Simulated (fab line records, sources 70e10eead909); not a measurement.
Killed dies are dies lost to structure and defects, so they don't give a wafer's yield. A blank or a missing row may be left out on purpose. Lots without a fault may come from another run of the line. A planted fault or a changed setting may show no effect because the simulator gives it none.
A struck lot beside a sound one | flow nand_harc | 15 steps out of a route of 1159
Sound: wafers L226.1, L226.2, L226.4. Struck: wafer L233.6. (L233.3, L233.5 of the same lot were not struck and are left out.) The cause comes at the end.
At each step with rows: each side's tool, then ch and its chambers, then its first start. Under that, the readings that differ: sound wafers | struck wafers | difference of the means | sigmas: that difference in standard deviations of wafers without a fault.
alike: readings whose means differ by less than 2 such deviations, and words and numbers that are the same on both sides. not compared: withheld readings, readings that some wafer has no value for, bounds like >300 that may hide the same value, and numbers for which the record gives no deviation and whose values overlap.
The two part at a step that has a row with sigmas, a row that says differs or no value, or rows on one side only. Numbers that don't overlap but have no deviation are shown without sigmas and don't part them. A reading that every wafer of one side lacks parts them only if that side has two wafers or more.

first, 1 step without rows for these wafers: NHARC_A_ONON_D1_DEP_12 (target thk 1000 nm).
NHARC_A_ONON_D1_THK_MEAS_14: measures by ellipsometry.
  sound on film_metro-01, day 8 23:37; struck on film_metro-01, day 11 18:09
  alike: thk_nm
then, 2 steps without rows for these wafers: NHARC_A_ONON_D1_ANNEAL_15 (time 3600 s); NHARC_A_ONON_D1_DEP_16 (target thk 1000 nm).
NHARC_A_ONON_D1_THK_MEAS_18: measures by ellipsometry.
  sound on film_metro-02, day 9 06:41; struck on film_metro-02, day 12 00:55
  alike: thk_nm
then, 1 step without rows for these wafers: NHARC_A_ONON_D1_DEP_19 (target thk 1000 nm).
NHARC_A_ONON_D1_THK_MEAS_21: measures by ellipsometry.
  sound on film_metro-02, day 9 07:15; struck on film_metro-02, day 12 01:30
  alike: thk_nm
then, 1 step without rows for these wafers: NHARC_A_ONON_D1_DEP_22 (target thk 1000 nm).
NHARC_A_ONON_D1_THK_MEAS_24: measures by ellipsometry.
  sound on film_metro-02, day 9 07:49; struck on film_metro-02, day 12 02:04
  alike: thk_nm
then, 1 step without rows for these wafers: NHARC_A_ONON_D1_DEP_25 (target thk 1000 nm).
NHARC_A_ONON_D1_THK_MEAS_27: measures by ellipsometry.
  sound on film_metro-01, day 9 08:23; struck on film_metro-01, day 12 02:39
  alike: thk_nm
NHARC_A_ONON_D1_DEP_28: target thk 1000 nm.
  sound on pecvd_onon-04 ch 0, day 9 08:26; struck on pecvd_onon-04 ch 0, day 12 02:50
  alike: nh3_flow_sccm, sih4_flow_sccm
NHARC_A_ONON_D1_THK_MEAS_30: measures by ellipsometry.
  sound on film_metro-01, day 9 08:58; struck on film_metro-01, day 12 03:13
  reading     | sound        | struck | difference | sigmas
  thk_nm (nm) | 999 999 1001 | 1546   | +546       | +58
NHARC_A_ONON_D1_DEP_33: deposits SiO2, target thk 200 nm.
  sound on pecvd-02 ch 0,1,2, day 9 09:01; struck on pecvd-02 ch 1, day 12 03:22
  reading                   | sound             | struck | difference | sigmas
  mfc_precursor_sccm (sccm) | 161.0 161.6 161.4 | 162.6  | +1.3       | +2
  alike: heater_power_outer_w, heater_power_w, rf_fwd_power_W, throttle_valve_pct
-- the record jumps here: 12 days lie between the struck wafers' starts before and after (it left off in module A_ONON_D1 and takes up again in module END, whose first step shown is number 1159 of the route) --
NHARC_END_SORT_01:
  the record has rows for the struck wafers here (prober-01 ch 0, day 24 00:25) and none for the sound ones

WHERE THEY PART
First at NHARC_A_ONON_D1_THK_MEAS_30; last, within this record, at NHARC_END_SORT_01.

WHY: what the simulator had put in
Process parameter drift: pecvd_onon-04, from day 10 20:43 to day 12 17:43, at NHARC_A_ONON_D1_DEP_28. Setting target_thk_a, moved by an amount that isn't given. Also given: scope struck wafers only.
